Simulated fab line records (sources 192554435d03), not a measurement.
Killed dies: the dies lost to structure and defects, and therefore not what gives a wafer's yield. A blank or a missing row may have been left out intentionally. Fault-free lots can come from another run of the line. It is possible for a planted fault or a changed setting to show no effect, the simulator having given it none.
Which tool was responsible?	flow n5Finfet	13 lots with 38 wafers sampled at 2 steps, on a route of 1938 steps

== WHAT EACH GAUGE READ, for each wafer ==
N5_WELL_APT_OVL_MEAS_26.
lot	measured	on	PWELL_OVL (nm)
L500	day 1 15:08	overlay-02	0 -9
L501	day 1 20:53	overlay-02	0 0 11
L503	day 2 09:25	overlay-01	6 -3 -5
L505	day 2 21:02	overlay-02	5 1 10
L506	day 3 02:59	overlay-01	9 7 6
L507	day 3 09:04	overlay-01	5 2 7
L508	day 3 15:22	overlay-01	7 13 1
L510	day 4 03:29	overlay-01	-2 3 10
L515	day 5 08:53	overlay-01	9 15 15
L519	day 6 09:35	overlay-02	6 10 9
L520	day 6 15:39	overlay-02	-7 2 -3
L521	day 7 01:05	overlay-02	11 14 17
L523	day 7 10:11	overlay-02	-2 -6 -2

N5_PMOS_HMC_CHANNEL_EPI_CD_MEAS_09: target cd 237.4 nm.
lot	measured	on	cdNm (nm)
L500	day 1 17:22	cdSem-01	238.0 239.5
L501	day 1 23:08	cdSem-03	236.3 238.3 236.3
L503	day 2 11:35	cdSem-02	236.7 237.3 237.6
L505	day 2 23:23	cdSem-02	235.6 236.0 236.3
L506	day 3 05:07	cdSem-02	238.1 236.4 236.9
L507	day 3 11:28	cdSem-01	236.6 235.2 237.7
L508	day 3 18:12	cdSem-01	234.5 236.6 236.1
L510	day 4 05:58	cdSem-03	237.7 236.5 237.9
L515	day 5 11:17	cdSem-03	240.4 237.5 238.7
L519	day 6 13:01	cdSem-03	237.1 237.0 237.6
L520	day 6 17:54	cdSem-02	237.9 237.3 237.2
L521	day 7 03:46	cdSem-02	237.8 238.9 238.2
L523	day 7 13:58	cdSem-03	239.2 238.3 238.7

== WHICH TOOL RAN EACH LOT (tool, then ch and the chambers of the sampled wafers, then the start) ==
The record holds no process step before these readings.

== AS READ BY THE TOOLS THEMSELVES (means over the sampled wafers that have a number; for cases with no such wafer, the mark the record gives instead) ==
The record holds no such reading with a usual standard deviation.

== THE ANSWER, worked out from the rows above alone ==
Rule: what is usual is taken from the lots themselves. Put in order of their means at a reading, lots are off if they are a third of the lots or fewer, leave a main group of 4 or more, and stand apart from it by a gap of 3 or more times the standard deviation of the main group's means; of several such gaps the widest counts. If all means in a main group match to the digits the tables above print for the reading, that group is not used. Also off: a lot with no number at a reading for which 4 or more lots have one. All remaining lots with rows at the step are treated as sound. First the gauges in route order, then the tools' own readings, where a lot's mean is used as printed above. The first step at which some lot is off is used, and at that step the reading that is off furthest; a lot without a number counts as furthest.
Across all readings shown, no lot is off: no conclusion can be drawn from this.

== WHAT HAD BEEN PUT IN BY THE SIMULATOR ==
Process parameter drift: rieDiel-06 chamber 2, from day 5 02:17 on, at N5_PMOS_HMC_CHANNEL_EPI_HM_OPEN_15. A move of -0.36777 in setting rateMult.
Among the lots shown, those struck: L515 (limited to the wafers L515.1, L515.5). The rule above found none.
